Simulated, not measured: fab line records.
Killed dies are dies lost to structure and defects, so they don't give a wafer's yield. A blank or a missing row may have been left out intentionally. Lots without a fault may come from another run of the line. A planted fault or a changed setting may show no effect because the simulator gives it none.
Chamber matching    flow n5 finfet    rie diel-03 running N5_HKMG_FIN_STRIP_34: 4 sister chambers
The step strips in CF4. 4 wafers are shown with their chamber, then 9 later ones without.

WAFERS PAIRED WITH THEIR CHAMBERS
wafer   chamber  drypump motor current A (A)
L081.6  1        5.8
L082.4  2        6.3
L083.5  3        5.1
L083.6  0        5.3

WAFERS WITH NO CHAMBER GIVEN
wafer   drypump motor current A (A)
L087.1  5.3
L087.2  6.3
L087.5  5.8
L089.1  5.7
L089.4  5.1
L089.6  5.7
L094.4  6.3
L094.5  5.7
L094.6  5.1

WHICH CHAMBER EACH WENT THROUGH
wafer   from the rows above  in truth
L087.1  0                    0
L087.2  2                    2
L087.5  1                    1
L089.1  1                    1
L089.4  3                    3
L089.6  1                    1
L094.4  2                    2
L094.5  1                    1
L094.6  3                    3
9 of 9 placed correctly. Left unplaced by these rows: 0. Placed wrongly: 0.
How it was worked out, from the rows above alone: a wafer's distance from a chamber is the root of the sum, over the readings, of the square of ((its reading less the chamber's mean) divided by the reading's scatter). If the next closest chamber is less than 2 further off than the closest, the wafer can't be placed; otherwise it belongs to the closest. Each chamber's mean is taken over the wafers shown for it. The scatter (one wafer shown for each chamber): square how far every hidden wafer sits from the nearest shown wafer, average those squares and take the square root.
